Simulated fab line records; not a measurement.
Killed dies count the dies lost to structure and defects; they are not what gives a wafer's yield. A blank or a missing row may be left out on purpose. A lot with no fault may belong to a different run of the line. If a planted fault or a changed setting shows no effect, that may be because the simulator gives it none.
Which tool is to blame?    flow nand-harc    12 lots, 36 wafers sampled, at 6 steps of a route of 1302

WHAT EACH GAUGE READ, for each wafer
NHARC_P_ZERO_WELL_CD_MEAS_52 targets a cd of 2000 nm. Usual: cd-nm at 2000.1 nm, with a standard deviation of 1.8.
lot   measured      on         cd-nm (nm)            flag
L307  day 2 02:33   cd-sem-01  2001.4 1998.0 2000.2  
L308  day 2 11:37   cd-sem-02  2002.4 1999.7 2000.9  
L309  day 2 21:49   cd-sem-02  - - -                 OFF
L314  day 5 00:10   cd-sem-01  2000.0 2001.8 2002.1  
L319  day 7 01:45   cd-sem-02  1997.0 1999.3 2000.3  
L321  day 7 21:59   cd-sem-03  1999.4 2002.3 1997.8  
L323  day 8 17:49   cd-sem-02  1997.0 1998.9 1998.2  
L324  day 9 03:58   cd-sem-02  2003.3 1999.8 1998.8  
L326  day 9 23:50   cd-sem-01  2001.3 2001.6 2002.9  
L327  day 10 09:58  cd-sem-03  1999.2 1998.6 1999.2  
L329  day 11 05:53  cd-sem-03  2001.7 1999.7 1997.9  
L330  day 11 15:38  cd-sem-03  1999.6 1999.3 2000.2  

NHARC_P_STI_INSPECT_25. Usual: raw-defect-count at 214, with a standard deviation of 65.
lot   measured      on                 raw-defect-count  flag
L307  day 4 06:31   defect-inspect-02  143 79 250        
L308  day 4 06:31   defect-inspect-01  171 163 166       
L314  day 6 23:29   defect-inspect-01  230 297 351       
L319  day 9 01:20   defect-inspect-02  298 258 323       
L321  day 10 01:08  defect-inspect-01  192 208 140       
L323  day 10 15:32  defect-inspect-01  191 149 152       
L324  day 10 22:36  defect-inspect-02  153 157 211       
L326  day 12 00:46  defect-inspect-02  202 191 108       
L327  day 12 06:37  defect-inspect-01  150 322 227       
L329  day 13 10:43  defect-inspect-01  255 250 193       
L330  day 13 16:05  defect-inspect-01  230 198 267       

NHARC_P_GATE_CD_MEAS_33. Usual: cd-nm at 120.1 nm, with a standard deviation of 2.5.
lot   measured      on         cd-nm (nm)         flag
L307  day 5 07:23   cd-sem-02  118.4 119.8 119.4  
L308  day 5 06:44   cd-sem-02  120.5 118.2 119.4  
L314  day 8 00:07   cd-sem-02  121.2 122.3 118.6  
L319  day 10 06:11  cd-sem-02  118.8 119.6 121.8  
L321  day 11 08:01  cd-sem-01  119.6 120.0 118.9  
L323  day 11 19:01  cd-sem-02  117.4 115.1 121.7  
L324  day 11 23:52  cd-sem-03  117.9 125.6 118.1  
L326  day 13 03:10  cd-sem-03  118.7 119.7 126.2  
L327  day 13 10:09  cd-sem-02  121.5 116.4 124.5  
L329  day 14 13:02  cd-sem-01  120.7 121.5 121.0  
L330  day 14 13:39  cd-sem-03  118.6 118.9 118.9  

NHARC_END_SORT_01. Usual: killed-at-array 56, standard deviation 18; killed-at-other 1.4, standard deviation 1.5; killed-at-periphery 4, standard deviation 3.1; killed-dies 61, standard deviation 19; killed-open 3.5, standard deviation 1.8; killed-short 2.4, standard deviation 1.4.
lot   measured      on         killed-at-array  killed-at-other  killed-at-periphery  killed-dies  killed-open  killed-short  flag
L309  day 25 16:57  prober-01  60 54 54         2 3 1            615 620 622          677 677 677  3 7 3        1 1 2         OFF
L324  day 30 20:00  prober-02  56 48 46         2 4 2            1 3 4                59 55 52     5 7 4        1 1 2         
L326  day 32 20:09  prober-01  34 35 28         0 0 0            3 2 2                37 37 30     5 2 2        0 2 2         

WHAT TOOL EACH LOT RAN ON (gives the tool, then ch and the chambers of the sampled wafers, and finally the start)
lot   NHARC_P_ZERO_WELL_DESCUM_26         NHARC_P_ZERO_WELL_EXPOSE_49
L307  rie-diel-03 ch 1,2,3, day 1 23:23   krf-scanner-04 ch 0, day 2 02:24
L308  rie-diel-13 ch 0,1,3, day 2 08:37   krf-scanner-04 ch 0, day 2 11:27
L309  rie-diel-03 ch 0,2,3, day 2 18:44   krf-scanner-02 ch 0, day 2 21:40
L314  rie-diel-11 ch 0,1,2, day 4 21:02   krf-scanner-04 ch 0, day 5 00:01
L319  rie-diel-13 ch 0,1, day 6 22:38     krf-scanner-04 ch 0, day 7 01:36
L321  rie-diel-11 ch 1,2,3, day 7 18:46   krf-scanner-01 ch 0, day 7 21:49
L323  rie-diel-11 ch 1,2, day 8 14:49     krf-scanner-01 ch 0, day 8 17:39
L324  rie-diel-13 ch 0,1,3, day 9 00:50   krf-scanner-02 ch 0, day 9 03:49
L326  rie-diel-03 ch 0,1,3, day 9 20:41   krf-scanner-02 ch 0, day 9 23:41
L327  rie-diel-03 ch 0,1,2, day 10 06:49  krf-scanner-02 ch 0, day 10 09:49
L329  rie-diel-13 ch 0,1,3, day 11 02:47  krf-scanner-02 ch 0, day 11 05:44
L330  rie-diel-13 ch 0,3, day 11 12:29    krf-scanner-04 ch 0, day 11 15:29
- NHARC_P_ZERO_WELL_DESCUM_26: chemistry O2, time 3 s.
- NHARC_P_ZERO_WELL_EXPOSE_49: exposes mask P HVPW, target cd 2000 nm.

WHAT THE TOOLS THEMSELVES READ (means of the sampled wafers that have a number; where no wafer has one, the mark that the record gives instead)
NHARC_P_ZERO_WELL_DESCUM_26. Usual: drypump-motor-current-A 5.6 A, standard deviation 0.37; oes-product-au 0.996 a.u., standard deviation 0.011; rf-vpp-V 57.9 V, standard deviation 0.89; showerhead-plenum-p-Torr 1.92 Torr, standard deviation 0.076; throttle-valve-pct 11.311 %, standard deviation 0.0093.
lot   tool         drypump-motor-current-A (A)  oes-product-au (a.u.)  rf-vpp-V (V)  showerhead-plenum-p-Torr (Torr)  throttle-valve-pct (%)  flag
L307  rie-diel-03  5.6                          0.984                  58.3          1.90                             11.302                  
L308  rie-diel-13  5.6                          0.991                  57.4          1.95                             11.315                  
L309  rie-diel-03  5.9                          0.991                  57.4          1.90                             11.318                  
L314  rie-diel-11  5.9                          0.998                  56.8          1.92                             11.314                  
L319  rie-diel-13  5.5                          0.995                  58.0          1.93                             11.304                  
L321  rie-diel-11  5.6                          0.999                  58.2          1.94                             11.307                  
L323  rie-diel-11  5.7                          0.991                  57.9          2.00                             11.314                  
L324  rie-diel-13  5.6                          0.991                  58.8          1.93                             11.310                  
L326  rie-diel-03  5.6                          0.990                  57.2          1.84                             11.316                  
L327  rie-diel-03  5.6                          1.002                  57.9          1.89                             11.317                  
L329  rie-diel-13  5.6                          0.998                  57.6          1.92                             11.318                  
L330  rie-diel-13  5.4                          0.997                  57.9          1.94                             11.312                  

THE ANSWER, worked out from the rows above alone
Rule: a lot is off if the mean of its wafers that have a number lies more than 3 standard deviations from the usual mean. Also off: a lot with no number at a reading for which 4 or more lots have one. Any other lot the step has rows for is counted as sound. First the gauges in route order, then the tools' own readings, where a lot's mean is used as printed above. At the first step where some lot is off, the reading lying furthest off is the one used; lots without a number count as furthest.
Off at NHARC_P_ZERO_WELL_CD_MEAS_52 (cd-nm): L309. Without a number there: L309.
If a tool, at a process step before that reading, ran all the lots that are off and no sound lot after the first of them, it fits. Not tried: the gauges at NHARC_P_ZERO_WELL_CD_MEAS_52; whatever is off there is also off at NHARC_END_SORT_01, on other tools, and gauge error can't account for it. Of those tried, none fits.

WHAT HAD BEEN PUT IN BY THE SIMULATOR
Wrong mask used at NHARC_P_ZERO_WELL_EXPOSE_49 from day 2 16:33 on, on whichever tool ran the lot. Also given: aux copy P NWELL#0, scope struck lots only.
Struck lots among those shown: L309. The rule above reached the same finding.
